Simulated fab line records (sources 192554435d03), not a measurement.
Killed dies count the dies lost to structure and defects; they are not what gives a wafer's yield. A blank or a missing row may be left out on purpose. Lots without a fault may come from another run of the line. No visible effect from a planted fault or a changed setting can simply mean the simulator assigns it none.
Chamber matching :: flow n5 finfet :: N5_FIN_SAQP_ETCH_52 on rie diel-04 has 4 sister chambers
The step etches SOC in N2/H2, target depth 100 nm, overetch 20 nm, time 150 s. 14 wafers are shown with their chamber, then 7 later ones without.

== WAFERS PAIRED WITH THEIR CHAMBERS ==
wafer: L075.1
chamber: 2
throttle valve pct (%): 18.00
drypump motor current A (A): 5.9
oes product au (a.u.): 0.66

wafer: L075.3
chamber: 0
throttle valve pct (%): 17.77
drypump motor current A (A): 5.5
oes product au (a.u.): 0.72

wafer: L075.5
chamber: 2
throttle valve pct (%): 18.01
drypump motor current A (A): 5.8
oes product au (a.u.): 0.66

wafer: L084.3
chamber: 0
throttle valve pct (%): 17.80
drypump motor current A (A): 5.5
oes product au (a.u.): 0.69

wafer: L084.5
chamber: 1
throttle valve pct (%): 17.51
drypump motor current A (A): 6.2
oes product au (a.u.): 0.80

wafer: L084.6
chamber: 2
throttle valve pct (%): 18.04
drypump motor current A (A): 5.8
oes product au (a.u.): 0.65

wafer: L088.2
chamber: 2
throttle valve pct (%): 18.06
drypump motor current A (A): 5.8
oes product au (a.u.): 0.64

wafer: L088.5
chamber: 3
throttle valve pct (%): 17.85
drypump motor current A (A): 5.6
oes product au (a.u.): 0.79

wafer: L088.6
chamber: 2
throttle valve pct (%): 18.06
drypump motor current A (A): 5.9
oes product au (a.u.): 0.64

wafer: L089.2
chamber: 3
throttle valve pct (%): 17.85
drypump motor current A (A): 5.7
oes product au (a.u.): 0.78

wafer: L089.3
chamber: 1
throttle valve pct (%): 17.53
drypump motor current A (A): 6.1
oes product au (a.u.): 0.79

wafer: L089.6
chamber: 3
throttle valve pct (%): 17.86
drypump motor current A (A): 5.7
oes product au (a.u.): 0.79

wafer: L090.1
chamber: 1
throttle valve pct (%): 17.53
drypump motor current A (A): 6.1
oes product au (a.u.): 0.78

wafer: L090.2
chamber: 2
throttle valve pct (%): 18.07
drypump motor current A (A): 5.8
oes product au (a.u.): 0.63

SIGNATURES, as means of the wafers listed above
reading: throttle valve pct
chamber 0: 17.7850
chamber 1: 17.5233
chamber 2: 18.0400
chamber 3: 17.8533
scatter within a chamber: 0.0223

reading: drypump motor current A
chamber 0: 5.500
chamber 1: 6.133
chamber 2: 5.833
chamber 3: 5.667
scatter within a chamber: 0.0516

reading: oes product au
chamber 0: 0.7050
chamber 1: 0.7900
chamber 2: 0.6467
chamber 3: 0.7867
scatter within a chamber: 0.012
Rule: distance of a wafer from a chamber = root of the sum over the readings of ((wafer's reading minus chamber's mean) / reading's scatter) squared. If the next closest chamber is less than 2 further off than the closest, the wafer can't be placed; otherwise it belongs to the closest. The scatter: the root of (the sum of the squares of (reading less its chamber's mean) over the shown wafers, divided by (wafers less chambers)).

== WAFERS WITH NO CHAMBER GIVEN ==
wafer: L090.3
throttle valve pct (%): 17.88
drypump motor current A (A): 5.6
oes product au (a.u.): 0.78

wafer: L093.1
throttle valve pct (%): 17.84
drypump motor current A (A): 5.5
oes product au (a.u.): 0.68

wafer: L093.3
throttle valve pct (%): 17.55
drypump motor current A (A): 6.1
oes product au (a.u.): 0.78

wafer: L093.5
throttle valve pct (%): 17.89
drypump motor current A (A): 5.7
oes product au (a.u.): 0.77

wafer: L096.2
throttle valve pct (%): 18.06
drypump motor current A (A): 5.9
oes product au (a.u.): 0.62

wafer: L096.4
throttle valve pct (%): 17.89
drypump motor current A (A): 5.7
oes product au (a.u.): 0.76

wafer: L096.6
throttle valve pct (%): 17.56
drypump motor current A (A): 6.1
oes product au (a.u.): 0.78

== EACH ONE'S CHAMBER ==
wafer: L090.3
from the rows above: 3
in truth: 3

wafer: L093.1
from the rows above: 0
in truth: 0

wafer: L093.3
from the rows above: 1
in truth: 1

wafer: L093.5
from the rows above: 3
in truth: 3

wafer: L096.2
from the rows above: 2
in truth: 2

wafer: L096.4
from the rows above: 3
in truth: 3

wafer: L096.6
from the rows above: 1
in truth: 1
Placed correctly: 7 of 7. Not placeable from these rows: 0. Placed wrongly: 0.
